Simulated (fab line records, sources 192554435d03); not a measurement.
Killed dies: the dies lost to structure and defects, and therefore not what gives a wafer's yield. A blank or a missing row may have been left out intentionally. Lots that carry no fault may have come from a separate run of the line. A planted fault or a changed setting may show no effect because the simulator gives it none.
Code-filled problem report in 8D (eight disciplines) form | flow n5 finfet | the parts of the form that need people (team, actions taken, sign-off) are left out

== 1. THE ISSUE ==
Mean of dose ions cm2 at N5_WELL_APT_IMPLANT_31: 1.3885e+13 across 6 wafers in 2 lots; on wafers with no fault it is 1.5001e+13 (standard deviation 1.5e+10). That is -74 standard deviations from the usual mean.
First seen on wafer L737.3, day 4 21:26, on implanter-01. The record holds 33 wafers of 12 lots with a number at this step. The rule behind "out" and "out of limits": a value lying over 4 standard deviations away from the usual mean. The rest of the wafers with a number are treated as sound.

== 2. WHAT IT IS; WHAT IT IS NOT ==
question                    | is                     | is not
which readings at this step | dose ions cm2          | beam energy keV, end station pressure torr
which lots                  | L737, L740             | L725, L727, L729, L730, L732, L733, L735, L738, L745, L747
which wafers of those lots  | all that have a number | -
read on which tools         | implanter-01           | implanter-02
when                        | from day 4 21:26       | up to then (18 sound wafers); but 9 sound wafers of L738, L745, L747 came after

== 3. THE SUSPECTS, EACH WITH WHAT RULES IT OUT ==
Counting: a tool stays on the suspect list if, at a process step up to the reading, it processed all lots that are out and no sound lot following the first of them.
- implanter-01 at N5_WELL_APT_IMPLANT_31: kept. Every lot that is out went through it, starting with L737 (day 4 21:26), and after that it ran no sound lot; the last sound lot it ran before then is L735 (day 4 09:46). Out on those wafers are its own readings of dose ions cm2.
After counting, what remains is implanter-01 at N5_WELL_APT_IMPLANT_31.

== 4. THE CAUSE (what the simulator had put in) ==
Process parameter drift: implanter-01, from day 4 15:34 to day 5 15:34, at N5_WELL_APT_IMPLANT_31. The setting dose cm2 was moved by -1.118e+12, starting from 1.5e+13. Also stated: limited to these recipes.
After counting, this tool was the only one left.

== 5. THE EFFECT CHAIN, in route order ==
Each row: a reading whose mean over the struck wafers that have a number lies more than 3 standard deviations from the usual. Scope: only readings with a usual standard deviation given in the record; hours: median across lots of the time from each lot's start at the first step in this table that gives one to its start at this step; sigmas: change in usual standard deviations.
hours | step                   | reading            | usual      | on struck wafers | change      | sigmas
0     | N5_WELL_APT_IMPLANT_31 | dose ions cm2      | 1.5001e+13 | 1.3885e+13       | -1.1163e+12 | -74
0     | N5_WELL_APT_IMPLANT_31 | faraday current uA | 190        | 178              | -12         | -3.6
The process steps in it:
- N5_WELL_APT_IMPLANT_31

== 6. HOW IT WOULD HAVE BEEN CAUGHT EARLIER ==
6 hours passed between the start of the fault at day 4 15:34 and the first reading out of limits in this record, taken at day 4 21:26.
